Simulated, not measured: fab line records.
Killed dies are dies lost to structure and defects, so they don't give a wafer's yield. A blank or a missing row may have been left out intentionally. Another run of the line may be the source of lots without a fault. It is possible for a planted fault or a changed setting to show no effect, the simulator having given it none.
fab line records    flow nand-harc
record lots=6  wafers=18  last-day=33
route steps=1302 shown P_M1@311 P_M2@318 END@1302
lots that met no fault: from a run of the same line without faults
start-h: hours from the record's opening day to when the first of the lot's shown wafers began    wait-h: hours from the lot's prior step to this one    " same as the row above    L1.1+2: a single row standing in for several wafers    - no value present, or no start provided    * or withheld: withheld    < > ~ a bound
route shown NAME@n: names a module that has steps shown in the file, with the first one's number in the route    usual: mean/standard deviation of fault-free wafers    same: alike in all rows    chamber/n: place in a boat    sites: the reading at each site    _std_site: the values' standard deviation    _edge_site: inner sites' mean taken away from outer sites' mean    radius-mm: for every site, how far away it sits from the centre of the wafer    mask NAME#n: copy n    behind: the most recent tool/chamber to have shaped the wafer    hold: what put the lot on hold/how long, in hours/how the hold closed    device: the n, p or np transistor that did not switch    end of line: the same wafers' tests at the end of the route    for a step that has no rows: nothing shown but its recipe    killed: count of dies lost to structure and defects at first sort (not the wafer's yield)    map: per-die view of a wafer (x killed, . not killed, _ where there is no die)
set.NAME: the setting as run; set.NAME@STEP: as run at that earlier step    model.NAME: the simulator's own value behind a step, which no gauge read
lots at some steps of the route; a table a step, a row a wafer
services: when a tool's chamber went out of use (start-h, in hours from the record's first day, below 0 if earlier), for how many hours, and the reason
## steps
# step NHARC_P_M1_CMP_23
# recipe t-overpolish-s=20  target-thk-nm=157.82
# usual edge-zone-pressure-frac=0.999/0.0051  motor-current-A=11.9/1.3  time-to-endpoint-s=28/3
lot.wafer  tool    chamber  start-h  wait-h  edge-zone-pressure-frac  motor-current-A  time-to-endpoint-s
L610.1     cmp-01  3        214.19   -       1.005                    11.5             21
L610.5     "       1        "        "       0.998                    14.9             28
L610.6     "       2        "        "       1.001                    11.6             27
L615.3     cmp-04  3        275.05   -       1.002                    12.5             29
L615.1     "       2        "        "       0.993                    10.5             26
L615.5     "       0        "        "       1.003                    11.6             27
L616.4     cmp-02  3        275.77   -       0.998                    11.9             26
L616.1     "       1        "        "       0.996                    12.8             25
L616.5     "       3        "        "       0.995                    11.9             27
L618.1     cmp-02  3        298.27   -       1.008                    11.8             29
L618.6     "       3        "        "       1.008                    12.4             28
L618.5     "       0        "        "       0.999                    10.9             25
L623.2     cmp-02  2        347.14   -       0.992                    11.3             28
L623.4     "       0        "        "       1.000                    10.6             23
L623.5     "       2        "        "       0.997                    11.1             28
L624.1     cmp-04  3        358.72   -       0.996                    12.8             27
L624.3     "       0        "        "       0.999                    12.6             27
L624.6     "       2        "        "       1.002                    10.3             27
# step NHARC_P_M1_THK_MEAS_24
# recipe thk-meas-gauge=xrf
# usual thk-nm=157.6/1.8
lot.wafer  tool           chamber  start-h  wait-h  thk-nm
L610.1     film-metro-01  -        214.45   -       156.2
L610.5     "              -        "        "       157.9
L610.6     "              -        "        "       157.8
L615.1     film-metro-01  -        275.36   -       158.3
L615.3     "              -        "        "       158.6
L615.5     "              -        "        "       158.0
L616.1     film-metro-02  -        276.06   -       157.9
L616.4     "              -        "        "       159.4
L616.5     "              -        "        "       156.8
L618.1     film-metro-02  -        298.58   -       157.5
L618.5     "              -        "        "       156.3
L618.6     "              -        "        "       157.9
L623.2     film-metro-02  -        347.46   -       157.5
L623.4     "              -        "        "       156.2
L623.5     "              -        "        "       157.9
L624.1     film-metro-02  -        358.98   -       158.1
L624.3     "              -        "        "       156.1
L624.6     "              -        "        "       158.9
# step NHARC_P_M1_SRD_25
# step NHARC_P_M1_INSPECT_27
# usual raw-defect-count=331/120
lot.wafer  tool               chamber  start-h  wait-h  raw-defect-count
L610.1     defect-inspect-01  -        214.61   0.0     448
L610.5     "                  -        "        "       517
L610.6     "                  -        "        "       273
L615.1     defect-inspect-02  -        275.52   0.0     582
L615.3     "                  -        "        "       258
L615.5     "                  -        "        "       361
L616.1     defect-inspect-02  -        276.21   0.0     386
L616.4     "                  -        "        "       237
L616.5     "                  -        "        "       304
L618.1     defect-inspect-02  -        298.74   0.0     378
L618.5     "                  -        "        "       405
L618.6     "                  -        "        "       348
L623.2     defect-inspect-02  -        347.61   0.0     256
L623.4     "                  -        "        "       208
L623.5     "                  -        "        "       293
L624.1     defect-inspect-01  -        359.14   0.0     183
L624.3     "                  -        "        "       229
L624.6     "                  -        "        "       210
# step NHARC_P_M1_PRE_CLEAN_32
# recipe time-s=12  temp-c=370  rf-power-w=300  gas=NH3
# usual heater-power-w=605/83
lot.wafer  tool      chamber  start-h  wait-h  heater-power-w  since-wet-clean-h
L610.1     pecvd-02  0        214.69   0.1     603             156
L610.5     "         2        "        "       594             -
L610.6     "         1        "        "       583             -
L615.3     pecvd-02  0        275.58   0.1     714             35
L615.1     "         1        "        "       605             35
L615.5     "         1        "        "       604             -
L616.1     pecvd-02  1        276.68   0.5     562             37
L616.4     "         0        "        "       630             -
L616.5     "         1        "        "       571             -
L618.1     pecvd-04  2        298.83   0.1     594             17
L618.5     "         0        "        "       495             -
L618.6     "         2        "        "       606             -
L623.2     pecvd-02  0        347.68   0.1     673             108
L623.4     "         0        "        "       655             -
L623.5     "         2        "        "       668             -
L624.3     pecvd-01  1        359.21   0.1     664             35
L624.1     "         2        "        "       668             35
L624.6     "         2        "        "       677             -
# step NHARC_P_M1_DEP_33
# recipe target-thk-a=300  temp-c=370  target-thk-nm=30  pressure-torr=3  flow-sccm=200  rf-w=450  material=SiCN
# usual heater-power-w=557/88
lot.wafer  tool      chamber  start-h  wait-h  heater-power-w  since-wet-clean-h
L610.1     pecvd-02  0        214.80   0.1     584             156
L610.5     "         2        "        "       560             -
L610.6     "         1        "        "       556             -
L615.3     pecvd-02  0        275.66   0.1     704             36
L615.1     "         1        "        "       480             36
L615.5     "         1        "        "       496             -
L616.1     pecvd-02  1        276.81   0.1     565             37
L616.4     "         0        "        "       565             -
L616.5     "         1        "        "       565             -
L618.1     pecvd-04  2        298.97   0.1     530             17
L618.5     "         0        "        "       484             -
L618.6     "         2        "        "       550             -
L623.2     pecvd-02  0        347.76   0.1     725             108
L623.4     "         0        "        "       707             -
L623.5     "         2        "        "       619             -
L624.3     pecvd-01  1        359.29   0.1     741             35
L624.1     "         2        "        "       582             35
L624.6     "         2        "        "       574             -
# step NHARC_P_M2_DEP_00
# recipe target-thk-a=1825  target-thk-nm=182.5  temp-c=withheld  pressure-torr=5  flow-sccm=200  rf-w=600  material=SiOC
# step NHARC_P_M2_DEHYDRATE_01
# recipe temp-c=150  time-s=120
# step NHARC_P_M2_HMDS_02
# recipe time-s=30
# step NHARC_P_M2_COAT_34
# recipe temp-c=200  time-s=65
# step NHARC_P_M2_COAT_03
# recipe spin-rpm=1500  resist-thk-nm=90
# step NHARC_P_M2_SOFTBAKE_04
# recipe temp-c=105  time-s=55
# usual heater-power-total-W=188.44/0.13
lot.wafer  tool            chamber  start-h  wait-h  heater-power-total-W
L610.1     litho-track-01  0        215      -       188.44
L610.5     "               0        "        "       188.39
L610.6     "               0        "        "       188.28
L615.1     litho-track-04  0        276      -       197.51
L615.3     "               0        "        "       197.52
L615.5     "               0        "        "       197.43
L616.1     litho-track-01  0        277      -       188.34
L616.4     "               0        "        "       188.48
L616.5     "               0        "        "       188.47
L618.1     litho-track-04  0        299      -       197.68
L618.5     "               0        "        "       197.64
L618.6     "               0        "        "       197.51
L623.2     litho-track-06  0        348      -       188.74
L623.4     "               0        "        "       188.44
L623.5     "               0        "        "       188.34
L624.1     litho-track-04  0        360      -       188.44
L624.3     "               0        "        "       188.46
L624.6     "               0        "        "       188.47
# step NHARC_P_M2_EBR_05
# step NHARC_END_SORT_01
# recipe temp-c=25
# usual defect-limited-yield=91/3  killed-at-array=55/20  killed-at-other=1.2/1.3  killed-at-periphery=4.0/3  killed-dies=60/21  killed-open=3.2/1.9  killed-short=2.5/1.6
# same gross-dies=677
lot.wafer  tool       chamber  start-h  wait-h  defect-limited-yield[%]  killed-at-array  killed-at-other  killed-at-periphery  killed-dies  killed-open  killed-short
L615.1     prober-01  0        701.52   2.5     93                       42               0                3                    45           1            6
L615.3     prober-01  0        703.12   3.1     92                       51               0                3                    54           0            0
L615.5     prober-01  0        704.73   3.7     92                       53               0                1                    54           0            2
L618.1     prober-02  0        723.74   2.5     88                       77               2                4                    83           5            2
L618.5     prober-02  0        726.94   3.7     87                       82               1                5                    88           2            5
L618.6     prober-02  0        727.74   4.0     86                       90               0                2                    92           6            2
# killed by level:class
L615.1 A_CHANNEL_HOLE_D2:chamber-film-flake=14 A_CHANNEL_HOLE_D1:chamber-film-flake=11 A_CONTACT:chamber-film-flake=4 A_CHANNEL_FILL_D2:chamber-film-flake=3 A_CHANNEL_HOLE_D2:geometric-particle:short=2 A_SLIT:chamber-film-flake=2 A_M0:chamber-film-flake=2 P_STI:geometric-particle:short=1
L615.3 A_CHANNEL_HOLE_D2:chamber-film-flake=22 A_CHANNEL_HOLE_D1:chamber-film-flake=10 A_STAIRCASE:chamber-film-flake=6 A_CONTACT:chamber-film-flake=5 A_SLIT:chamber-film-flake=4 P_STI:chamber-film-flake=2 A_CHANNEL_FILL_D2:chamber-film-flake=2 P_GATE:chamber-film-flake=1
L615.5 A_CHANNEL_HOLE_D2:chamber-film-flake=18 A_CHANNEL_HOLE_D1:chamber-film-flake=13 A_SLIT:chamber-film-flake=7 A_STAIRCASE:chamber-film-flake=4 A_CONTACT:chamber-film-flake=3 A_DECK1_JOINT:chamber-film-flake=2 A_CHANNEL_FILL_D2:chamber-film-flake=2 A_M0:chamber-film-flake=2
L618.1 A_CHANNEL_HOLE_D1:chamber-film-flake=32 A_SLIT:chamber-film-flake=23 A_CONTACT:chamber-film-flake=7 P_GATE:chamber-film-flake=3 A_ONON_D2:geometric-particle:open=2 A_STAIRCASE:chamber-film-flake=2 A_WL_FILL:chamber-film-flake=2 A_M0:chamber-film-flake=2
L618.5 A_CHANNEL_HOLE_D1:chamber-film-flake=33 A_SLIT:chamber-film-flake=32 A_CONTACT:chamber-film-flake=6 A_WL_FILL:chamber-film-flake=3 A_M0:geometric-particle:short=2 P_CONTACT:chamber-film-flake=2 A_STAIRCASE:chamber-film-flake=2 P_M0:geometric-particle:open=1
L618.6 A_CHANNEL_HOLE_D1:chamber-film-flake=37 A_SLIT:chamber-film-flake=31 A_STAIRCASE:chamber-film-flake=5 A_WL_FILL:chamber-film-flake=4 A_CONTACT:chamber-film-flake=4 A_CHANNEL_FILL_D2:geometric-particle:open=2 A_M0:chamber-film-flake=2 P_CONTACT:geometric-particle:short=1
## services
tool            chamber  start-h  hours  kind
litho-track-04  -        203.00   7.0    pm
pecvd-01        0        204.13   18.8   repair
cmp-04          -        209.02   4.0    pm
pecvd-02        -        227.14   13.0   pm
pecvd-02        0        227.14   13.0   vent-cycle
pecvd-02        1        227.14   13.0   vent-cycle
pecvd-02        2        227.14   13.0   vent-cycle
cmp-02          -        232.50   4.0    pm
cmp-02          -        236.50   -      consumable-replace:conditioner
cmp-02          -        236.50   -      consumable-replace:pad
pecvd-02        0        240.14   -      clean
pecvd-02        1        240.14   -      clean
pecvd-02        2        240.14   -      clean
pecvd-04        -        269.27   13.0   pm
cmp-02          -        273.48   0.8    repair
cmp-01          -        276.02   3.8    repair
cmp-01          -        283.50   4.0    pm
pecvd-01        1        295.95   13.5   repair
cmp-04          -        307.02   4.0    pm
pecvd-01        -        311.00   13.0   pm
litho-track-01  -        330.00   7.0    pm
cmp-02          -        330.50   4.0    pm
litho-track-06  -        354.00   7.0    pm
cmp-01          -        356.69   3.4    repair
## key
first-sign step=NHARC_P_M2_SOFTBAKE_04  reading=heater-power-total-W  direction=up  sigmas=70  usual=*  struck=*
effect none on later readings
met-at NHARC_P_M2_SOFTBAKE_04
struck-wafers L615.1,L615.3,L615.5,L618.1,L618.5,L618.6
fault kind=process-parameter-drift  tool=litho-track-04  chamber=-  onset-h=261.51  steps=NHARC_P_M2_SOFTBAKE_04  channel=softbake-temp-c  offset=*  shape=step  end-h=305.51  acts-in=*  stated=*
